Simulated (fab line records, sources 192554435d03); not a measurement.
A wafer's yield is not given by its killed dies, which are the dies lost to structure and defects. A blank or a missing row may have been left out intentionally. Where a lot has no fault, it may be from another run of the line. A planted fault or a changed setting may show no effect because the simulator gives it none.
The tool behind it: which one? | flow n5_finfet | 9 lots, 27 wafers sampled, at 6 steps of a route of 1938

## WHAT THE GAUGES READ, wafer by wafer
The record lacks any reading of a measuring or inspecting step that a usual standard deviation could be used to judge.

## EACH LOT AND THE TOOL THAT RAN IT (in order: tool; ch and the chambers of the sampled wafers; start)
lot  | N5_BEOL_M9_CURE_71            | N5_BEOL_M9_ETCH_62                 | N5_BEOL_M9_COAT_63                | N5_BEOL_M9_ETCH_76                 | N5_BEOL_M9_ETCH_66                 | N5_PASSIVATION_PROBE_49
L580 | uv_cure-03 ch 2, day 9 15:00  | rie_diel-05 ch 0,3, day 9 17:32    | litho_track-03 ch 0, day 9 17:57  | rie_diel-05 ch 2,3, day 9 18:22    | rie_diel-05 ch 2,3, day 9 18:25    | prober-01, day 12 06:47
L581 | uv_cure-03 ch 1, day 10 18:52 | rie_diel-04 ch 1,2, day 10 22:40   | litho_track-03 ch 0, day 10 23:07 | rie_diel-05 ch 0,2, day 10 23:36   | rie_diel-05 ch 0,2, day 10 23:39   | prober-01, day 13 11:59
L591 | uv_cure-02 ch 2, day 13 05:24 | rie_diel-04 ch 0,3, day 13 07:04   | litho_track-03 ch 0, day 13 09:39 | rie_diel-03 ch 1,2,3, day 13 10:04 | rie_diel-03 ch 1,2,3, day 13 10:07 | prober-02, day 16 05:04
L590 | uv_cure-02 ch 1, day 13 08:35 | rie_diel-03 ch 0,2,3, day 13 10:33 | litho_track-03 ch 0, day 13 12:35 | rie_diel-05 ch 1,2, day 13 13:08   | rie_diel-05 ch 1,2, day 13 13:11   | prober-01, day 16 10:12
L594 | uv_cure-01 ch 2, day 13 13:49 | rie_diel-04 ch 0,1,2, day 13 15:19 | litho_track-01 ch 0, day 13 17:35 | rie_diel-03 ch 0,1,3, day 13 18:02 | rie_diel-03 ch 0,1,3, day 13 18:04 | prober-01, day 16 14:01
L592 | uv_cure-01 ch 2, day 13 18:16 | rie_diel-05 ch 0,3, day 13 20:02   | litho_track-04 ch 0, day 13 21:14 | rie_diel-05 ch 0,1,2, day 13 21:40 | rie_diel-05 ch 0,1,2, day 13 21:43 | prober-01, day 16 08:56
L599 | uv_cure-03 ch 1, day 15 07:15 | rie_diel-05 ch 0,1,2, day 15 08:56 | litho_track-01 ch 0, day 15 11:00 | rie_diel-03 ch 1,2,3, day 15 11:29 | rie_diel-03 ch 1,2,3, day 15 11:31 | -
L601 | uv_cure-03 ch 2, day 15 20:16 | rie_diel-04 ch 0,2, day 15 23:05   | litho_track-04 ch 0, day 16 01:01 | rie_diel-03 ch 0,1, day 16 01:42   | rie_diel-03 ch 0,1, day 16 01:44   | -
L603 | uv_cure-01 ch 1, day 16 19:02 | rie_diel-04 ch 1,3, day 16 22:52   | litho_track-01 ch 0, day 17 00:22 | rie_diel-04 ch 0,1, day 17 01:05   | rie_diel-04 ch 0,1, day 17 01:07   | prober-02, day 19 16:20
- N5_BEOL_M9_CURE_71: cures SiCOH lowk, time 240 s.
- N5_BEOL_M9_ETCH_62: etches SOC in N2/H2, target depth 110 nm, overetch 22 nm, time 165 s.
- N5_BEOL_M9_COAT_63: time 60 s, resist thk 60 nm.
- N5_BEOL_M9_ETCH_76: etches underlayer in N2/H2, target depth 6.5 nm, time 5.2 s.
- N5_BEOL_M9_ETCH_66: etches SOC in N2/H2, target depth 80 nm, overetch 16 nm, time 120 s.
- N5_PASSIVATION_PROBE_49

## AS READ BY THE TOOLS THEMSELVES (means over the sampled wafers that have a number; for cases with no such wafer, the mark the record gives instead)
N5_BEOL_M9_CURE_71. Usual: lamp_power_pct 52.31 %, standard deviation 0.052; wafer_temp_C_max 386.5, standard deviation 0.49.
lot  | tool       | lamp_power_pct (%) | wafer_temp_C_max | flag
L580 | uv_cure-03 | 52.31              | 386.3            |
L581 | uv_cure-03 | 52.30              | 386.6            |
L591 | uv_cure-02 | 52.35              | 385.9            |
L590 | uv_cure-02 | 52.29              | 386.4            |
L594 | uv_cure-01 | 52.33              | 387.1            |
L592 | uv_cure-01 | 52.29              | 386.6            |
L599 | uv_cure-03 | 52.25              | 386.5            |
L601 | uv_cure-03 | 52.29              | 385.9            |
L603 | uv_cure-01 | 52.35              | 386.0            |

N5_BEOL_M9_ETCH_62. Usual: drypump_motor_current_A 5.5 A, standard deviation 0.52; oes_product_au 0.66 a.u., standard deviation 0.066; rf_vpp_V 524.0 V, standard deviation 2.8; showerhead_plenum_p_Torr 2.54 Torr, standard deviation 0.099; temp_c 40.01 C, standard deviation 0.11; throttle_valve_pct 17.88 %, standard deviation 0.25.
lot  | tool        | drypump_motor_current_A (A) | oes_product_au (a.u.) | rf_vpp_V (V) | showerhead_plenum_p_Torr (Torr) | temp_c (C) | throttle_valve_pct (%) | flag
L580 | rie_diel-05 | 5.9                         | 0.71                  | 526.2        | 2.61                            | 40.00      | 17.61                  |
L581 | rie_diel-04 | 5.1                         | 0.61                  | 522.2        | 2.48                            | 40.14      | 17.93                  |
L591 | rie_diel-04 | 5.0                         | 0.61                  | 525.1        | 2.59                            | 40.05      | 17.88                  |
L590 | rie_diel-03 | 5.8                         | 0.71                  | 522.7        | 2.50                            | 40.09      | 17.81                  |
L594 | rie_diel-04 | 5.1                         | 0.60                  | 523.5        | 2.52                            | 39.95      | 17.91                  |
L592 | rie_diel-05 | 5.9                         | 0.68                  | 525.5        | 2.60                            | 39.96      | 17.65                  |
L599 | rie_diel-05 | 5.5                         | 0.69                  | 527.0        | 2.67                            | 40.01      | 17.86                  |
L601 | rie_diel-04 | 5.2                         | 0.58                  | 521.2        | 2.44                            | 40.12      | 17.78                  |
L603 | rie_diel-04 | 4.9                         | 0.60                  | 526.2        | 2.61                            | 40.00      | 18.14                  |

N5_BEOL_M9_COAT_63. Usual: spin_speed_rpm 1499.8 rpm, standard deviation 1.
lot  | tool           | spin_speed_rpm (rpm) | flag
L580 | litho_track-03 | 1500.4               |
L581 | litho_track-03 | 1500.6               |
L591 | litho_track-03 | 698.9                | OFF
L590 | litho_track-03 | 699.0                | OFF
L594 | litho_track-01 | 1499.9               |
L592 | litho_track-04 | 1499.5               |
L599 | litho_track-01 | 1499.5               |
L601 | litho_track-04 | 1499.6               |
L603 | litho_track-01 | 1500.6               |

N5_BEOL_M9_ETCH_76. Usual: drypump_motor_current_A 5.5 A, standard deviation 0.51; etch_rf_on_time_s 5.19 s, standard deviation 0.12; oes_product_au 0.67 a.u., standard deviation 0.073; rf_vpp_V 524.6 V, standard deviation 3; showerhead_plenum_p_Torr 2.56 Torr, standard deviation 0.1; throttle_valve_pct 17.89 %, standard deviation 0.25.
lot  | tool        | drypump_motor_current_A (A) | etch_rf_on_time_s (s) | oes_product_au (a.u.) | rf_vpp_V (V) | showerhead_plenum_p_Torr (Torr) | throttle_valve_pct (%) | flag
L580 | rie_diel-05 | 5.8                         | 5.19                  | 0.75                  | 524.4        | 2.54                            | 17.59                  |
L581 | rie_diel-05 | 5.3                         | 5.09                  | 0.75                  | 527.2        | 2.69                            | 17.83                  |
L591 | rie_diel-03 | 6.2                         | 5.11                  | 0.72                  | 524.7        | 2.53                            | 17.83                  |
L590 | rie_diel-05 | 5.4                         | 5.07                  | 0.71                  | 526.9        | 2.67                            | 17.93                  |
L594 | rie_diel-03 | 5.8                         | 5.24                  | 0.66                  | 522.2        | 2.47                            | 18.07                  |
L592 | rie_diel-05 | 5.5                         | 5.12                  | 0.70                  | 527.4        | 2.68                            | 17.86                  |
L599 | rie_diel-03 | 6.2                         | 5.15                  | 0.69                  | 523.3        | 2.52                            | 17.84                  |
L601 | rie_diel-03 | 5.3                         | 5.33                  | 0.60                  | 522.0        | 2.45                            | 18.24                  |
L603 | rie_diel-04 | 5.0                         | 5.28                  | 0.60                  | 525.9        | 2.59                            | 18.14                  |

N5_BEOL_M9_ETCH_66. Usual: drypump_motor_current_A 5.5 A, standard deviation 0.51; oes_product_au 0.60 a.u., standard deviation 0.059; rf_vpp_V 524.6 V, standard deviation 2.8; showerhead_plenum_p_Torr 2.56 Torr, standard deviation 0.1; temp_c 40.00 C, standard deviation 0.12; throttle_valve_pct 17.85 %, standard deviation 0.25.
lot  | tool        | drypump_motor_current_A (A) | oes_product_au (a.u.) | rf_vpp_V (V) | showerhead_plenum_p_Torr (Torr) | temp_c (C) | throttle_valve_pct (%) | flag
L580 | rie_diel-05 | 5.7                         | 0.67                  | 523.9        | 2.54                            | 39.93      | 17.57                  |
L581 | rie_diel-05 | 5.3                         | 0.67                  | 527.2        | 2.69                            | 40.14      | 17.79                  |
L591 | rie_diel-03 | 6.2                         | 0.78                  | 523.4        | 2.53                            | 40.04      | 17.79                  | OFF
L590 | rie_diel-05 | 5.4                         | 0.78                  | 528.9        | 2.67                            | 40.10      | 17.91                  | OFF
L594 | rie_diel-03 | 5.7                         | 0.59                  | 521.7        | 2.47                            | 39.93      | 18.04                  |
L592 | rie_diel-05 | 5.5                         | 0.63                  | 527.7        | 2.68                            | 39.93      | 17.84                  |
L599 | rie_diel-03 | 6.2                         | 0.62                  | 523.1        | 2.52                            | 39.99      | 17.79                  |
L601 | rie_diel-03 | 5.3                         | 0.55                  | 521.3        | 2.45                            | 40.06      | 18.18                  |
L603 | rie_diel-04 | 5.1                         | 0.53                  | 525.0        | 2.59                            | 40.07      | 18.11                  |

N5_PASSIVATION_PROBE_49. Usual: defect_limited_yield 91.4 %, standard deviation 1.5; killed_at_M0_to_M3 35, standard deviation 12; killed_at_M4_up 13, standard deviation 5.8; killed_at_contacts 12, standard deviation 5.5; killed_at_front_end 36, standard deviation 9.9; killed_at_other 4, standard deviation 3.7; killed_dies 101, standard deviation 18; killed_open 66, standard deviation 13; killed_short 33, standard deviation 8; sort_bin_4_leakage 0.00 %, standard deviation 0.016; sort_bin_5_function 5.0 %, standard deviation 1; sort_bin_6_memory 3.2 %, standard deviation 0.67; sort_n_pass 1079, standard deviation 18; sort_yield_pct 91.4 %, standard deviation 1.5.
lot  | tool      | defect_limited_yield (%) | killed_at_M0_to_M3 | killed_at_M4_up | killed_at_contacts | killed_at_front_end | killed_at_other | killed_dies | killed_open | killed_short | sort_bin_4_leakage (%) | sort_bin_5_function (%) | sort_bin_6_memory (%) | sort_n_pass | sort_yield_pct (%) | flag
L580 | prober-01 | 92.8                     | 28                 | 15              | 11                 | 29                  | 2               | 85          | 57          | 28           | 0.00                   | 4.1                     | 2.9                   | 1095        | 92.8               |
L581 | prober-01 | 88.8                     | 44                 | 20              | 15                 | 51                  | 3               | 132         | 86          | 44           | 0.00                   | 6.4                     | 4.2                   | 1048        | 88.8               |
L591 | prober-02 | 91.5                     | 24                 | 16              | 17                 | 37                  | 6               | 100         | 67          | 31           | 0.00                   | 5.1                     | 3.1                   | 1080        | 91.5               |
L590 | prober-01 | 88.6                     | 61                 | 17              | 17                 | 36                  | 4               | 135         | 87          | 46           | 0.00                   | 7.2                     | 3.8                   | 1045        | 88.6               |
L594 | prober-01 | 91.5                     | 34                 | 10              | 14                 | 28                  | 15              | 101         | 65          | 36           | 0.00                   | 4.8                     | 3.6                   | 1079        | 91.5               |
L592 | prober-01 | 93.6                     | 21                 | 15              | 4                  | 32                  | 4               | 76          | 56          | 20           | 0.00                   | 3.8                     | 2.2                   | 1104        | 93.6               |
L603 | prober-02 | 91.4                     | 35                 | 9               | 16                 | 39                  | 2               | 101         | 65          | 35           | 0.00                   | 5.0                     | 3.3                   | 1079        | 91.4               |

## THE ANSWER, worked out from the rows above alone
Rule: a lot is off if the mean of its wafers that have a number lies more than 3 standard deviations from the usual mean. A lot without any number at a reading at which 4 lots or more have one is off too. All remaining lots with rows at the step are treated as sound. Order of review: gauges by route order, followed by the tools' own readings, for which a lot's mean as printed above is used. The first step at which some lot is off is used, and at that step the reading that is off furthest; a lot without a number counts as furthest.
Off, at N5_BEOL_M9_COAT_63 on spin_speed_rpm: L591, L590.
A tool fits if, at that step or a process step before it, it ran every lot that is off, and no sound lot after the first of them. 2 tools fit, uv_cure-02 at N5_BEOL_M9_CURE_71 and litho_track-03 at N5_BEOL_M9_COAT_63, so this cannot tell which one it is.

## WHAT HAD BEEN PUT IN BY THE SIMULATOR
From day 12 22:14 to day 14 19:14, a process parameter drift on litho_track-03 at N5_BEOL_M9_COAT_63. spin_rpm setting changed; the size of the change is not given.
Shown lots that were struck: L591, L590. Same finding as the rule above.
